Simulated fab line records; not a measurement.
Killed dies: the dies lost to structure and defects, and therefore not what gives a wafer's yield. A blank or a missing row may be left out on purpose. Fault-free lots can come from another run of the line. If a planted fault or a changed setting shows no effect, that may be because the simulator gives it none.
fab line records + flow n5_finfet
record:
- lots: 6
- wafers: 18
- last_day: 17
route steps=1938 shown BEOL_M4@1086 PASSIVATION@1936
lots with no fault: from the same line, run without faults
start_h: start of the lot's first displayed wafer, in hours after the record's first day + wait_h: hours elapsed since this lot's preceding step + " same as the row above + L1.1+2: a single row standing in for several wafers + - value missing, or start not given + * or withheld: withheld + < > ~ a bound
route shown NAME@n: a module of which the file shows steps, and the number in the route of the first + usual: mean and standard deviation over wafers with no fault + same: alike in all rows + chamber/n: place in a boat + sites: per-site readings + _std_site: standard deviation across them + _edge_site: the outer-site mean with the inner-site mean subtracted + radius_mm: how far each site lies from the wafer's centre + mask NAME#n: copy n + behind: the last tool/chamber to shape the wafer + hold: why the lot was held/for how many hours/how that ended + device: names the non-switching transistor (n, p or np) + end of line: the route-end tests of the same wafers + a step with no rows: only its recipe + killed: the dies lost at the first sort to structure and to defects; this is not the yield of the wafer + map: a wafer's dies, x killed, . not, _ none there
set.NAME: setting as actually run; set.NAME@STEP: the setting as run at that earlier step + model.NAME: the simulator's own value behind a step, which no gauge read
lots seen at some steps along the route; tables by step, rows by wafer
== steps ==
step: N5_BEOL_M4_SPUTTER_79
recipe:
- material: Cu
- target_thk_a: 45
- temp_c: -20
- chamber_pressure_pa: 0.07
- power_w: withheld
- time_s: 8.29
step: N5_BEOL_M4_ANNEAL_80
recipe:
- temp_c: 400
- time_s: 240
- ambient: vacuum
step: N5_BEOL_M4_SPUTTER_81
recipe:
- material: Cu
- target_thk_a: 45
- temp_c: -20
- chamber_pressure_pa: 0.07
- power_w: withheld
- time_s: 8.29
step: N5_BEOL_M4_ANNEAL_82
recipe:
- temp_c: 400
- time_s: 240
- ambient: vacuum
step: N5_BEOL_M4_SPUTTER_86
recipe:
- material: Cu
- target_thk_a: 45
- temp_c: -20
- chamber_pressure_pa: 0.07
- power_w: withheld
- time_s: 8.29
usual:
- chamber_pressure_pa: 0.07/0.00014
- chuck_gas_flow_sccm: 1.27/0.051
- throttle_valve_pct: 30.4/1.3
| lot.wafer | tool           | chamber | start_h | wait_h | chamber_pressure_pa | chuck_gas_flow_sccm | throttle_valve_pct |
|-----------|----------------|---------|---------|--------|---------------------|---------------------|--------------------|
| L842.1    | pvd_sputter-02 | -       | 187.73  | 0.1    | 0.07006             | 1.19                | 31.1               |
| L842.2    | "              | -       | "       | "      | 0.07013             | 1.17                | 30.7               |
| L842.5    | "              | -       | "       | "      | 0.07016             | 1.30                | 30.7               |
| L846.1    | pvd_sputter-01 | -       | 205.07  | 0.1    | 0.06984             | 1.30                | 28.4               |
| L846.4    | "              | -       | "       | "      | 0.06992             | 1.21                | 28.9               |
| L846.5    | "              | -       | "       | "      | 0.07012             | 1.32                | 30.7               |
| L847.2    | pvd_sputter-02 | -       | 217.24  | 0.1    | 0.0703              | 1.25                | 30.6               |
| L847.4    | "              | -       | "       | "      | 0.06981             | 1.36                | 29.1               |
| L847.5    | "              | -       | "       | "      | 0.06991             | 1.22                | 29.3               |
| L855.1    | pvd_sputter-03 | -       | 268.55  | 0.1    | 0.07005             | 1.22                | 31.7               |
| L855.2    | "              | -       | "       | "      | 0.07009             | 1.24                | 31.2               |
| L855.5    | "              | -       | "       | "      | 0.07001             | 1.36                | 31.0               |
| L857.2    | pvd_sputter-03 | -       | 276.95  | 0.1    | 0.07008             | 1.22                | 31.1               |
| L857.3    | "              | -       | "       | "      | 0.06994             | 1.26                | 31.6               |
| L857.5    | "              | -       | "       | "      | 0.06982             | 1.31                | 30.9               |
| L859.1    | pvd_sputter-01 | -       | 297.54  | 0.1    | 0.06984             | 1.31                | 27.2               |
| L859.2    | "              | -       | "       | "      | 0.07018             | 1.26                | 28.5               |
| L859.4    | "              | -       | "       | "      | 0.06988             | 1.26                | 30.5               |
step: N5_BEOL_M4_ANNEAL_87
recipe:
- temp_c: 400
- time_s: 240
- ambient: vacuum
usual:
- heater_power_w: 818/84
| lot.wafer | tool           | chamber | start_h | wait_h | heater_power_w |
|-----------|----------------|---------|---------|--------|----------------|
| L842.1    | pvd_sputter-02 | -       | 187.81  | 0.0    | 856            |
| L842.2    | "              | -       | "       | "      | 823            |
| L842.5    | "              | -       | "       | "      | 829            |
| L846.1    | pvd_sputter-01 | -       | 205.15  | 0.0    | 826            |
| L846.4    | "              | -       | "       | "      | 781            |
| L846.5    | "              | -       | "       | "      | 588            |
| L847.2    | pvd_sputter-02 | -       | 217.32  | 0.0    | 832            |
| L847.4    | "              | -       | "       | "      | 929            |
| L847.5    | "              | -       | "       | "      | 916            |
| L855.1    | pvd_sputter-03 | -       | 268.63  | 0.0    | 883            |
| L855.2    | "              | -       | "       | "      | 854            |
| L855.5    | "              | -       | "       | "      | 849            |
| L857.2    | pvd_sputter-03 | -       | 277.03  | 0.0    | 854            |
| L857.3    | "              | -       | "       | "      | 781            |
| L857.5    | "              | -       | "       | "      | 882            |
| L859.1    | pvd_sputter-01 | -       | 297.62  | 0.0    | 779            |
| L859.2    | "              | -       | "       | "      | 812            |
| L859.4    | "              | -       | "       | "      | 603            |
step: N5_BEOL_M4_SPUTTER_88
recipe:
- material: Cu
- target_thk_a: 45
- temp_c: -20
- chamber_pressure_pa: 0.07
- power_w: withheld
- time_s: 8.29
usual:
- chamber_pressure_pa: 0.06998/0.00013
- chuck_gas_flow_sccm: 1.27/0.054
- throttle_valve_pct: 30.4/1.3
| lot.wafer | tool           | chamber | start_h | wait_h | chamber_pressure_pa | chuck_gas_flow_sccm | throttle_valve_pct |
|-----------|----------------|---------|---------|--------|---------------------|---------------------|--------------------|
| L842.1    | pvd_sputter-02 | -       | 187.95  | 0.1    | 0.06979             | 1.19                | 30.8               |
| L842.2    | "              | -       | "       | "      | 0.07001             | 1.27                | 30.6               |
| L842.5    | "              | -       | "       | "      | 0.07005             | 1.31                | 30.6               |
| L846.1    | pvd_sputter-01 | -       | 205.29  | 0.1    | 0.07                | 1.27                | 28.7               |
| L846.4    | "              | -       | "       | "      | 0.07004             | 1.38                | 28.9               |
| L846.5    | "              | -       | "       | "      | 0.07001             | 1.28                | 30.7               |
| L847.2    | pvd_sputter-02 | -       | 217.46  | 0.1    | 0.06995             | 1.26                | 30.5               |
| L847.4    | "              | -       | "       | "      | 0.06989             | 1.21                | 29.1               |
| L847.5    | "              | -       | "       | "      | 0.0699              | 1.28                | 28.9               |
| L855.1    | pvd_sputter-03 | -       | 268.77  | 0.1    | 0.07009             | 1.25                | 31.3               |
| L855.2    | "              | -       | "       | "      | 0.06995             | 1.25                | 30.8               |
| L855.5    | "              | -       | "       | "      | 0.06997             | 1.32                | 31.0               |
| L857.2    | pvd_sputter-03 | -       | 277.17  | 0.1    | 0.06991             | 1.31                | 31.5               |
| L857.3    | "              | -       | "       | "      | 0.06988             | 1.26                | 31.6               |
| L857.5    | "              | -       | "       | "      | 0.06994             | 1.26                | 31.0               |
| L859.1    | pvd_sputter-01 | -       | 297.76  | 0.1    | 0.06985             | 1.36                | 27.0               |
| L859.2    | "              | -       | "       | "      | 0.07016             | 1.27                | 28.5               |
| L859.4    | "              | -       | "       | "      | 0.07009             | 1.34                | 30.6               |
step: N5_BEOL_M4_ANNEAL_89
recipe:
- temp_c: 400
- time_s: 240
- ambient: vacuum
step: N5_BEOL_M4_SPUTTER_90
recipe:
- material: Cu
- target_thk_a: 45
- temp_c: -20
- chamber_pressure_pa: 0.07
- power_w: withheld
- time_s: 8.29
step: N5_BEOL_M4_ANNEAL_91
recipe:
- temp_c: 400
- time_s: 240
- ambient: vacuum
usual:
- heater_power_w: 818/85
| lot.wafer | tool           | chamber | start_h | wait_h | heater_power_w |
|-----------|----------------|---------|---------|--------|----------------|
| L842.1    | pvd_sputter-02 | -       | 188.25  | 0.0    | 855            |
| L842.2    | "              | -       | "       | "      | 826            |
| L842.5    | "              | -       | "       | "      | 828            |
| L846.1    | pvd_sputter-01 | -       | 205.59  | 0.0    | 813            |
| L846.4    | "              | -       | "       | "      | 759            |
| L846.5    | "              | -       | "       | "      | 592            |
| L847.2    | pvd_sputter-02 | -       | 217.76  | 0.0    | 822            |
| L847.4    | "              | -       | "       | "      | 915            |
| L847.5    | "              | -       | "       | "      | 937            |
| L855.1    | pvd_sputter-03 | -       | 269.07  | 0.0    | 895            |
| L855.2    | "              | -       | "       | "      | 867            |
| L855.5    | "              | -       | "       | "      | 863            |
| L857.2    | pvd_sputter-03 | -       | 277.47  | 0.0    | 880            |
| L857.3    | "              | -       | "       | "      | 770            |
| L857.5    | "              | -       | "       | "      | 903            |
| L859.1    | pvd_sputter-01 | -       | 298.06  | 0.0    | 794            |
| L859.2    | "              | -       | "       | "      | 789            |
| L859.4    | "              | -       | "       | "      | 589            |
step: N5_BEOL_M4_SPUTTER_92
recipe:
- material: Cu
- target_thk_a: 45
- temp_c: -20
- chamber_pressure_pa: 0.07
- power_w: withheld
- time_s: 8.29
usual:
- chamber_pressure_pa: 0.07/0.00013
- chuck_gas_flow_sccm: 1.27/0.051
- throttle_valve_pct: 30.4/1.3
| lot.wafer | tool           | chamber | start_h | wait_h | chamber_pressure_pa | chuck_gas_flow_sccm | throttle_valve_pct |
|-----------|----------------|---------|---------|--------|---------------------|---------------------|--------------------|
| L842.1    | pvd_sputter-02 | -       | 188.39  | 0.1    | 0.06995             | 1.20                | 30.8               |
| L842.2    | "              | -       | "       | "      | 0.06999             | 1.32                | 30.6               |
| L842.5    | "              | -       | "       | "      | 0.07019             | 1.34                | 30.8               |
| L846.1    | pvd_sputter-01 | -       | 205.73  | 0.1    | 0.07012             | 1.29                | 28.8               |
| L846.4    | "              | -       | "       | "      | 0.07024             | 1.30                | 28.7               |
| L846.5    | "              | -       | "       | "      | 0.06988             | 1.28                | 30.5               |
| L847.2    | pvd_sputter-02 | -       | 217.90  | 0.1    | 0.07029             | 1.21                | 30.3               |
| L847.4    | "              | -       | "       | "      | 0.06995             | 1.23                | 29.1               |
| L847.5    | "              | -       | "       | "      | 0.06986             | 1.22                | 29.2               |
| L855.1    | pvd_sputter-03 | -       | 269.21  | 0.1    | 0.06982             | 1.20                | 31.3               |
| L855.2    | "              | -       | "       | "      | 0.06992             | 1.29                | 30.8               |
| L855.5    | "              | -       | "       | "      | 0.06981             | 1.22                | 31.0               |
| L857.2    | pvd_sputter-03 | -       | 277.61  | 0.1    | 0.06985             | 1.28                | 31.2               |
| L857.3    | "              | -       | "       | "      | 0.06984             | 1.27                | 31.7               |
| L857.5    | "              | -       | "       | "      | 0.07002             | 1.34                | 31.0               |
| L859.1    | pvd_sputter-01 | -       | 298.20  | 0.1    | 0.07009             | 1.21                | 27.2               |
| L859.2    | "              | -       | "       | "      | 0.07003             | 1.18                | 28.9               |
| L859.4    | "              | -       | "       | "      | 0.07012             | 1.25                | 30.7               |
step: N5_BEOL_M4_ANNEAL_93
recipe:
- temp_c: 400
- time_s: 240
- ambient: vacuum
step: N5_BEOL_M4_SPUTTER_94
recipe:
- material: Cu
- target_thk_a: 45
- temp_c: -20
- chamber_pressure_pa: 0.07
- power_w: withheld
- time_s: 8.29
usual:
- chamber_pressure_pa: 0.07001/0.00014
- chuck_gas_flow_sccm: 1.26/0.052
- throttle_valve_pct: 30.4/1.3
| lot.wafer | tool           | chamber | start_h | wait_h | chamber_pressure_pa | chuck_gas_flow_sccm | throttle_valve_pct |
|-----------|----------------|---------|---------|--------|---------------------|---------------------|--------------------|
| L842.1    | pvd_sputter-02 | -       | 188.61  | 0.1    | 0.06988             | 1.22                | 31.0               |
| L842.2    | "              | -       | "       | "      | 0.06977             | 1.34                | 30.8               |
| L842.5    | "              | -       | "       | "      | 0.06982             | 1.18                | 30.4               |
| L846.1    | pvd_sputter-01 | -       | 205.95  | 0.1    | -                   | -                   | -                  |
| L846.4    | "              | -       | "       | "      | -                   | -                   | -                  |
| L846.5    | "              | -       | "       | "      | -                   | -                   | -                  |
| L847.2    | pvd_sputter-02 | -       | 218.12  | 0.1    | -                   | -                   | -                  |
| L847.4    | "              | -       | "       | "      | -                   | -                   | -                  |
| L847.5    | "              | -       | "       | "      | -                   | -                   | -                  |
| L855.1    | pvd_sputter-03 | -       | 269.43  | 0.1    | 0.07004             | 1.26                | 31.6               |
| L855.2    | "              | -       | "       | "      | 0.07007             | 1.29                | 31.0               |
| L855.5    | "              | -       | "       | "      | 0.07035             | 1.19                | 31.0               |
| L857.2    | pvd_sputter-03 | -       | 277.83  | 0.1    | 0.07007             | 1.33                | 31.0               |
| L857.3    | "              | -       | "       | "      | 0.06991             | 1.28                | 31.6               |
| L857.5    | "              | -       | "       | "      | 0.07013             | 1.30                | 31.0               |
| L859.1    | pvd_sputter-01 | -       | 298.42  | 0.1    | 0.06998             | 1.31                | 27.2               |
| L859.2    | "              | -       | "       | "      | 0.06997             | 1.31                | 28.3               |
| L859.4    | "              | -       | "       | "      | 0.07013             | 1.23                | 30.7               |
step: N5_BEOL_M4_ANNEAL_95
recipe:
- temp_c: 400
- time_s: 240
- ambient: vacuum
step: N5_BEOL_M4_RC_MEAS_101
usual:
- DIBL_N: 36.4/2
- DIBL_P: 36.1/2.5
- IOFF_N: 0.16/0.037
- IOFF_P: 0.20/0.038
- ION_N: 670/13
- ION_P: 459/8.3
- SS_N: 71.6/0.69
- SS_P: 73.3/0.72
- VT_N: 250/3.4
- VT_P: -251/3.1
| lot.wafer | tool      | chamber | start_h | wait_h | DIBL_N[mV/V] | DIBL_P[mV/V] | IOFF_N[nA/um] | IOFF_P[nA/um] | ION_N[uA/um] | ION_P[uA/um] | SS_N[mV/dec] | SS_P[mV/dec] | VT_N[mV] | VT_P[mV] |
|-----------|-----------|---------|---------|--------|--------------|--------------|---------------|---------------|--------------|--------------|--------------|--------------|----------|----------|
| L842.1    | prober-01 | 0       | 189.93  | 0.0    | 36.9         | 38.6         | 0.17          | 0.25          | 685          | 470          | 71.4         | 73.2         | 247      | -247     |
| L842.2    | "         | 0       | "       | "      | 35.2         | 35.8         | 0.14          | 0.20          | 668          | 464          | 71.0         | 72.5         | 247      | -248     |
| L842.5    | "         | 0       | "       | "      | 36.7         | 37.1         | 0.17          | 0.23          | 653          | 457          | 71.8         | 73.6         | 251      | -246     |
| L846.1    | prober-01 | 0       | 207.34  | 0.0    | 36.1         | 34.7         | 0.14          | 0.21          | 668          | 463          | 70.7         | 73.2         | 252      | -250     |
| L846.4    | "         | 0       | "       | "      | 38.1         | 37.6         | 0.19          | 0.27          | 664          | 459          | 72.0         | 73.7         | 248      | -245     |
| L846.5    | "         | 0       | "       | "      | 36.6         | 34.5         | 0.16          | 0.20          | 663          | 454          | 71.6         | 73.2         | 250      | -252     |
| L847.2    | prober-02 | 0       | 219.80  | 0.4    | 34.8         | 35.5         | 0.13          | 0.19          | 666          | 459          | 71.1         | 72.8         | 252      | -252     |
| L847.4    | "         | 0       | "       | "      | 36.7         | 36.9         | 0.17          | 0.23          | 675          | 455          | 70.9         | 73.9         | 246      | -247     |
| L847.5    | "         | 0       | "       | "      | 34.6         | 34.6         | 0.13          | 0.18          | 654          | 455          | 70.9         | 73.5         | 253      | -252     |
| L855.1    | prober-02 | 0       | 271.00  | 0.0    | 37.6         | 36.6         | 0.17          | 0.24          | 700          | 485          | 71.6         | 73.2         | 247      | -247     |
| L855.2    | "         | 0       | "       | "      | 39.6         | 39.3         | 0.21          | 0.28          | 679          | 473          | 72.6         | 73.7         | 247      | -245     |
| L855.5    | "         | 0       | "       | "      | 40.1         | 39.6         | 0.21          | 0.28          | 679          | 473          | 72.8         | 74.3         | 245      | -245     |
| L857.2    | prober-02 | 0       | 279.60  | 0.2    | 36.0         | 36.4         | 0.15          | 0.19          | 683          | 462          | 71.9         | 73.9         | 250      | -252     |
| L857.3    | "         | 0       | "       | "      | 35.4         | 35.7         | 0.13          | 0.17          | 653          | 452          | 71.6         | 72.6         | 254      | -255     |
| L857.5    | "         | 0       | "       | "      | 36.8         | 37.2         | 0.16          | 0.20          | 680          | 457          | 72.0         | 72.7         | 249      | -252     |
| L859.1    | prober-02 | 0       | 300.01  | 0.0    | 34.8         | 35.3         | 0.13          | 0.16          | 656          | 450          | 71.1         | 73.1         | 254      | -258     |
| L859.2    | "         | 0       | "       | "      | 37.0         | 38.6         | 0.18          | 0.20          | 696          | 472          | 70.9         | 73.8         | 247      | -252     |
| L859.4    | "         | 0       | "       | "      | 38.4         | 38.1         | 0.19          | 0.19          | 669          | 447          | 71.8         | 73.3         | 249      | -255     |
step: N5_PASSIVATION_PROBE_49
usual:
- defect_limited_yield: 91.2/1.6
- killed_at_M0_to_M3: 34/11
- killed_at_M4_up: 13/5.2
- killed_at_contacts: 13/6.3
- killed_at_front_end: 40/14
- killed_at_other: 3.2/2.4
- killed_dies: 104/19
- killed_on_rim: 14/4.2
- killed_open: 69/14
- killed_short: 32/7.5
- sort_bin_5_function: 5.3/1.1
- sort_bin_6_memory: 3.2/0.73
- sort_n_pass: 1076/19
- sort_yield_pct: 91.2/1.6
same:
- gross_dies: 1180
- killed_at_back_side: 0
- sort_bin_4_leakage[%]: 0
- sort_bin_8_speed[%]: 0
| lot.wafer | tool      | chamber | start_h | wait_h | defect_limited_yield[%] | killed_at_M0_to_M3 | killed_at_M4_up | killed_at_contacts | killed_at_front_end | killed_at_other | killed_dies | killed_on_rim | killed_open | killed_short | sort_bin_5_function[%] | sort_bin_6_memory[%] | sort_n_pass | sort_yield_pct[%] |
|-----------|-----------|---------|---------|--------|-------------------------|--------------------|-----------------|--------------------|---------------------|-----------------|-------------|---------------|-------------|--------------|------------------------|----------------------|-------------|-------------------|
| L842.1    | prober-01 | -       | 296.91  | 0.0    | 92.9                    | 34                 | 6               | 14                 | 24                  | 6               | 84          | 18            | 51          | 29           | 4.0                    | 2.9                  | 1096        | 92.9              |
| L842.2    | prober-01 | -       | 296.96  | 0.1    | 90.1                    | 59                 | 11              | 19                 | 28                  | 0               | 117         | 7             | 73          | 41           | 6.6                    | 3.1                  | 1063        | 90.1              |
| L842.5    | prober-01 | -       | 297.11  | 0.2    | 92.2                    | 30                 | 14              | 16                 | 27                  | 5               | 92          | 16            | 64          | 27           | 4.8                    | 2.6                  | 1088        | 92.2              |
| L846.1    | prober-02 | -       | 315.59  | 0.0    | 91.9                    | 37                 | 13              | 6                  | 36                  | 3               | 95          | 16            | 62          | 23           | 4.2                    | 3.4                  | 1085        | 91.9              |
| L846.4    | prober-02 | -       | 315.74  | 0.2    | 89.6                    | 45                 | 21              | 11                 | 37                  | 9               | 123         | 16            | 74          | 45           | 6.6                    | 3.5                  | 1057        | 89.6              |
| L846.5    | prober-02 | -       | 315.79  | 0.2    | 91.8                    | 25                 | 11              | 16                 | 42                  | 3               | 97          | 11            | 63          | 30           | 5.6                    | 2.5                  | 1083        | 91.8              |
| L847.2    | prober-02 | -       | 319.90  | 0.1    | 90.8                    | 47                 | 15              | 16                 | 27                  | 3               | 108         | 15            | 71          | 33           | 5.8                    | 3.1                  | 1072        | 90.8              |
| L847.4    | prober-02 | -       | 320.00  | 0.2    | 90.6                    | 39                 | 21              | 13                 | 35                  | 3               | 111         | 18            | 82          | 23           | 5.9                    | 3.3                  | 1069        | 90.6              |
| L847.5    | prober-02 | -       | 320.05  | 0.2    | 90.8                    | 30                 | 25              | 18                 | 31                  | 4               | 108         | 14            | 71          | 27           | 5.3                    | 3.5                  | 1072        | 90.8              |
| L855.1    | prober-01 | -       | 369.36  | 0.0    | 92.3                    | 20                 | 19              | 12                 | 36                  | 4               | 91          | 16            | 59          | 31           | 4.4                    | 3.0                  | 1089        | 92.3              |
| L855.2    | prober-01 | -       | 369.41  | 0.1    | 89.0                    | 51                 | 7               | 18                 | 53                  | 1               | 130         | 19            | 86          | 43           | 7.2                    | 3.5                  | 1050        | 89.0              |
| L855.5    | prober-01 | -       | 369.56  | 0.2    | 90.7                    | 32                 | 17              | 16                 | 36                  | 9               | 110         | 12            | 74          | 32           | 5.6                    | 3.4                  | 1070        | 90.7              |
| L857.2    | prober-02 | -       | 387.42  | 0.1    | 92.5                    | 29                 | 12              | 12                 | 32                  | 3               | 88          | 9             | 58          | 26           | 4.5                    | 2.6                  | 1092        | 92.5              |
| L857.3    | prober-02 | -       | 387.47  | 0.1    | 91.9                    | 38                 | 15              | 12                 | 28                  | 3               | 96          | 16            | 63          | 32           | 4.7                    | 3.2                  | 1084        | 91.9              |
| L857.5    | prober-02 | -       | 387.57  | 0.2    | 93.8                    | 33                 | 12              | 3                  | 25                  | 0               | 73          | 16            | 46          | 23           | 3.3                    | 2.6                  | 1107        | 93.8              |
| L859.1    | prober-02 | -       | 406.43  | 0.0    | 89.6                    | 38                 | 15              | 10                 | 52                  | 8               | 123         | 25            | 87          | 33           | 7.4                    | 2.8                  | 1057        | 89.6              |
| L859.2    | prober-02 | -       | 406.48  | 0.1    | 91.9                    | 16                 | 18              | 1                  | 60                  | 0               | 95          | 10            | 61          | 33           | 4.2                    | 3.6                  | 1085        | 91.9              |
| L859.4    | prober-02 | -       | 406.58  | 0.2    | 90.6                    | 33                 | 14              | 12                 | 51                  | 1               | 111         | 15            | 75          | 31           | 5.5                    | 3.2                  | 1069        | 90.6              |
killed by level:class
L842.1 MOL_CONTACT_COAG:geometric_particle:open=13 BEOL_M0_SAQP:geometric_particle:short=11 STI_FIN_REVEAL:geometric_particle:open=8 BEOL_M0_SAQP:geometric_particle:open=7 BEOL_M3:geometric_particle:open=6 BEOL_M1:geometric_particle:open=3 PASS1_DEP:geometric_particle:open=3 STARTING-WAFER:geometric_particle:short=3
L842.2 BEOL_M3:geometric_particle:open=16 MOL_CONTACT_COAG:geometric_particle:open=12 BEOL_M0_SAQP:geometric_particle:short=11 STI_FIN_REVEAL:geometric_particle:open=7 BEOL_M1:geometric_particle:open=7 MOL_CONTACT_COAG:geometric_particle:short=6 BEOL_M3:geometric_particle:short=6 BEOL_M2:geometric_particle:open=6
L842.5 MOL_CONTACT_COAG:geometric_particle:open=13 BEOL_M3:geometric_particle:open=9 BEOL_M4:geometric_particle:open=9 STI_FIN_REVEAL:geometric_particle:open=7 BEOL_M1:geometric_particle:open=7 ILD0:geometric_particle:open=4 ILD0:geometric_particle:short=4 STARTING-WAFER:geometric_particle:short=4
L846.1 BEOL_M2:geometric_particle:open=16 FIN_SAQP:geometric_particle:open=12 BEOL_M3:geometric_particle:open=9 BEOL_M4:interface_void_opened=8 FIN_SAQP:geometric_particle:short=6 MOL_CONTACT_COAG:geometric_particle:open=5 STI_FIN_REVEAL:geometric_particle:open=4 BEOL_M0_SAQP:geometric_particle:short=4
L846.4 BEOL_M4:geometric_particle:open=12 MOL_CONTACT_COAG:geometric_particle:open=10 BEOL_M0_SAQP:geometric_particle:short=10 FIN_SAQP:geometric_particle:short=9 BEOL_M2:geometric_particle:open=9 STI_FIN_REVEAL:geometric_particle:open=8 BEOL_M0:geometric_particle:open=6 BEOL_M0_SAQP:geometric_particle:open=5
L846.5 MOL_CONTACT_COAG:geometric_particle:open=12 DUMMY_GATE:geometric_particle:open=8 BEOL_M2:geometric_particle:open=7 FIN_SAQP:geometric_particle:open=5 ILD0:geometric_particle:open=5 STI_FIN_REVEAL:geometric_particle:open=4 MOL_CONTACT_COAG:geometric_particle:short=4 BEOL_M0_SAQP:geometric_particle:short=4
L847.2 BEOL_M2:geometric_particle:open=12 MOL_CONTACT_COAG:geometric_particle:open=11 BEOL_M3:geometric_particle:open=8 BEOL_M4:geometric_particle:open=6 DUMMY_GATE:geometric_particle:open=6 BEOL_M0:geometric_particle:open=6 FIN_SAQP:geometric_particle:open=5 MOL_CONTACT_COAG:geometric_particle:short=5
L847.4 BEOL_M2:geometric_particle:open=16 FIN_SAQP:geometric_particle:open=10 MOL_CONTACT_COAG:geometric_particle:open=10 STI_FIN_REVEAL:geometric_particle:open=7 DUMMY_GATE:geometric_particle:open=5 BEOL_M0_SAQP:geometric_particle:open=5 BEOL_M3:geometric_particle:open=5 BEOL_M4:geometric_particle:open=5
L847.5 MOL_CONTACT_COAG:geometric_particle:open=16 BEOL_M2:geometric_particle:open=7 BEOL_M1:geometric_particle:open=6 DUMMY_GATE:geometric_particle:open=6 BEOL_M4:geometric_particle:open=6 BEOL_M4:interface_void_opened=6 FIN_SAQP:geometric_particle:open=5 FIN_SAQP:geometric_particle:short=5
L855.1 MOL_CONTACT_COAG:geometric_particle:open=12 FIN_SAQP:geometric_particle:short=9 BEOL_M4:geometric_particle:open=9 BEOL_M0_SAQP:geometric_particle:open=7 FIN_SAQP:geometric_particle:open=5 BEOL_M0_SAQP:geometric_particle:short=5 STI_FIN_REVEAL:geometric_particle:open=4 DUMMY_GATE:geometric_particle:short=4
L855.2 MOL_CONTACT_COAG:geometric_particle:open=12 BEOL_M2:geometric_particle:open=12 FIN_SAQP:geometric_particle:open=9 BEOL_M0_SAQP:geometric_particle:open=9 FIN_SAQP:geometric_particle:short=8 STI_FIN_REVEAL:geometric_particle:open=8 BEOL_M0_SAQP:geometric_particle:short=8 DUMMY_GATE:geometric_particle:open=7
L855.5 MOL_CONTACT_COAG:geometric_particle:open=11 DUMMY_GATE:geometric_particle:open=8 FIN_SAQP:geometric_particle:open=7 BEOL_M4:geometric_particle:open=7 BEOL_M0_SAQP:geometric_particle:open=6 BEOL_M3:geometric_particle:open=5 FIN_SAQP:geometric_particle:short=4 STI_FIN_REVEAL:geometric_particle:open=4
L857.2 MOL_CONTACT_COAG:geometric_particle:open=8 DUMMY_GATE:geometric_particle:open=7 BEOL_M1:geometric_particle:open=7 BEOL_M3:geometric_particle:open=7 BEOL_M0_SAQP:geometric_particle:open=5 STARTING-WAFER:geometric_particle:open=5 STI_FIN_REVEAL:geometric_particle:open=4 MOL_CONTACT_COAG:geometric_particle:short=4
L857.3 STI_FIN_REVEAL:geometric_particle:open=11 BEOL_M0_SAQP:geometric_particle:short=11 MOL_CONTACT_COAG:geometric_particle:open=10 BEOL_M0_SAQP:geometric_particle:open=7 BEOL_M1:geometric_particle:open=6 BEOL_M3:geometric_particle:open=5 BEOL_M1:geometric_particle:short=4 BEOL_M2:geometric_particle:open=4
L857.5 BEOL_M0_SAQP:geometric_particle:open=8 FIN_SAQP:geometric_particle:short=6 BEOL_M1:geometric_particle:open=6 BEOL_M0_SAQP:geometric_particle:short=4 BEOL_M3:geometric_particle:open=4 FIN_SAQP:geometric_particle:open=3 STI_FIN_REVEAL:geometric_particle:open=3 DUMMY_GATE:geometric_particle:open=3
L859.1 BEOL_M0_SAQP:geometric_particle:open=12 FIN_SAQP:geometric_particle:open=11 BEOL_M3:geometric_particle:open=11 GATE_CUT:geometric_particle:short=8 MOL_CONTACT_COAG:geometric_particle:open=8 DUMMY_GATE:geometric_particle:open=7 FIN_SAQP:geometric_particle:short=6 BEOL_M1:geometric_particle:open=5
L859.2 FIN_SAQP:geometric_particle:open=23 FIN_SAQP:geometric_particle:short=15 DUMMY_GATE:geometric_particle:open=5 GATE_CUT:geometric_particle:short=5 BEOL_M4:geometric_particle:open=5 BEOL_M5:geometric_particle:open=5 BEOL_M1:geometric_particle:open=3 BEOL_M2:geometric_particle:open=3
L859.4 BEOL_M3:geometric_particle:open=16 MOL_CONTACT_COAG:geometric_particle:open=11 FIN_SAQP:geometric_particle:open=9 FIN_SAQP:geometric_particle:short=9 STI_FIN_REVEAL:geometric_particle:open=7 BEOL_M4:geometric_particle:open=6 DUMMY_GATE:geometric_particle:open=5 ILD0:geometric_particle:short=5
== key ==
first_sign:
- step: N5_BEOL_M4_SPUTTER_94
- reading: tool_record
- direction: missing
effect none on later readings
met_at N5_BEOL_M4_SPUTTER_94
struck_wafers L846.1,L846.4,L846.5,L847.2,L847.4,L847.5
onset_between 188.61 205.95
fault:
- kind: skipped_step_whole
- tool: pvd_sputter-01,pvd_sputter-02
- chamber: -
- onset_h: 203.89
- steps: N5_BEOL_M4_SPUTTER_94
- scope: struck_lots_only
